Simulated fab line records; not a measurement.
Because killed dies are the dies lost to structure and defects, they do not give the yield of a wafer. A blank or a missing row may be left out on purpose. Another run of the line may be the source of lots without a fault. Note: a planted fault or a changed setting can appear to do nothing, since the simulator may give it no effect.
Which tool did it?	flow n5Finfet	72 wafers from 24 lots sampled at 2 of the route's 1938 steps

WHAT THE GAUGES READ, wafer by wafer
N5_BEOL_M0_SAQP_OVL_MEAS_41.
lot	measured	on	M0_CUT1_OVL (nm)
L075	day 6 02:17	overlay-02	-0.3 -0.7 -0.3
L074	day 6 07:53	overlay-02	0.8 0.3 0.7
L076	day 6 08:10	overlay-01	1.1 0.3 0.2
L077	day 6 18:17	overlay-02	0.2 -0.3 -0.5
L078	day 6 21:49	overlay-01	-0.7 -0.2 -0.6
L079	day 7 02:04	overlay-01	0.1 -0.3 0.3
L080	day 7 06:26	overlay-02	-0.7 0.3 -0.7
L081	day 7 09:02	overlay-01	0.0 -0.6 -0.2
L082	day 7 18:45	overlay-02	-0.6 0.1 0.7
L083	day 8 06:41	overlay-01	1.6 0.4 1.0
L084	day 8 13:50	overlay-01	1.1 1.6 0.3
L085	day 8 23:50	overlay-01	0.9 -0.4 1.0
L086	day 9 05:36	overlay-02	0.1 -0.1 -0.5
L087	day 9 10:02	overlay-01	-0.5 -0.7 0.7
L088	day 9 10:26	overlay-02	0.2 -0.4 0.2
L089	day 9 15:16	overlay-02	0.0 0.2 -0.2
L090	day 9 23:55	overlay-01	0.6 0.7 -0.4
L091	day 10 00:23	overlay-02	-1.6 -0.3 -0.4
L093	day 11 13:05	overlay-02	0.5 -0.3 0.3
L092	day 11 13:38	overlay-01	1.0 -0.4 0.3
L094	day 11 15:10	overlay-01	-0.3 -0.8 -0.9
L095	day 11 15:23	overlay-01	-0.2 0.9 0.8
L097	day 11 15:46	overlay-02	0.8 0.3 0.7
L096	day 11 15:56	overlay-02	0.2 0.6 0.5

TOOL THAT RAN EACH LOT (tool first, then ch and the chambers of the sampled wafers, then the start)
lot	N5_BEOL_M0_SAQP_MANDREL2_REMOVE_110
L075	rieSi-03 ch 0,1,2, day 6 01:42
L074	rieSi-03 ch 0,1,2, day 6 07:17
L076	rieSi-02 ch 0,2,3, day 6 07:43
L077	rieSi-03 ch 0,2,3, day 6 17:43
L078	rieSi-02 ch 1,2, day 6 21:14
L079	rieSi-04 ch 0,1, day 7 01:34
L080	rieSi-02 ch 0,3, day 7 05:59
L081	rieSi-04 ch 0,1, day 7 08:35
L082	rieSi-04 ch 0,1,2, day 7 18:11
L083	rieSi-02 ch 1,3, day 8 06:07
L084	rieSi-03 ch 2,3, day 8 13:23
L085	rieSi-02 ch 1,2, day 8 23:16
L086	rieSi-04 ch 1,2, day 9 05:01
L087	rieSi-03 ch 0,1,3, day 9 09:28
L088	rieSi-02 ch 0,1,3, day 9 09:59
L089	rieSi-03 ch 1,2,3, day 9 14:47
L090	rieSi-02 ch 1,2,3, day 9 23:28
L091	rieSi-03 ch 0,2,3, day 9 23:56
L093	rieSi-03 ch 0,1,2, day 11 12:31
L092	rieSi-04 ch 1,2,3, day 11 13:02
L094	rieSi-04 ch 0,1,2, day 11 14:43
L095	rieSi-04 ch 2,3, day 11 14:56
L097	rieSi-03 ch 0,3, day 11 15:19
L096	rieSi-02 ch 0,2, day 11 15:29
- N5_BEOL_M0_SAQP_MANDREL2_REMOVE_110: chemistry HBr/Cl2/O2, target a-Si, stops on SiCN, bt time 10 s.

WHAT THE TOOLS THEMSELVES READ (means of the sampled wafers that have a number; where no wafer has one, the mark that the record gives instead)
N5_BEOL_M0_SAQP_MANDREL2_REMOVE_110.
lot	tool	drypumpMotorCurrentA (A)	oesProductAu (a.u.)	throttleValvePct (%)
L075	rieSi-03	5.7	1.011	36.6
L074	rieSi-03	5.7	1.008	36.6
L076	rieSi-02	6.2	0.985	36.7
L077	rieSi-03	5.9	1.007	36.6
L078	rieSi-02	6.0	0.986	36.7
L079	rieSi-04	6.3	1.018	37.1
L080	rieSi-02	6.4	0.977	36.6
L081	rieSi-04	6.3	1.012	37.1
L082	rieSi-04	6.0	1.006	37.1
L083	rieSi-02	6.2	0.955	36.5
L084	rieSi-03	5.8	1.003	36.7
L085	rieSi-02	5.9	0.988	36.8
L086	rieSi-04	5.7	0.999	37.1
L087	rieSi-03	5.7	1.004	36.8
L088	rieSi-02	6.2	0.972	36.6
L089	rieSi-03	5.7	1.004	36.9
L090	rieSi-02	6.1	0.977	36.7
L091	rieSi-03	5.8	1.008	36.6
L093	rieSi-03	5.7	1.009	36.6
L092	rieSi-04	5.8	0.996	36.9
L094	rieSi-04	5.9	0.994	36.9
L095	rieSi-04	5.6	0.991	37.1
L097	rieSi-03	5.9	1.004	36.4
L096	rieSi-02	6.1	0.996	36.8

THE ANSWER, worked out from the rows above alone
Rule: usual is defined by the lots themselves. The widest of any qualifying gaps counts: lots, ordered by their means at a reading, are off when they make up no more than a third of the lots, leave a main group of 4 or more, and stand apart from it by 3 or more times the standard deviation of that group's means. A main group whose means are all the same, to the digits that the tables above print for the reading, isn't used. A lot without any number at a reading at which 4 lots or more have one is off too. Where the step has rows for the other lots, those lots are counted as sound. First the gauges in route order, then the tools' own readings, where a lot's mean is used as printed above. At the first step where some lot is off, the reading lying furthest off is the one used; lots without a number count as furthest.
No lot is off on any of the readings shown, so nothing can be concluded from this.

WHAT WAS PUT IN BY THE SIMULATOR
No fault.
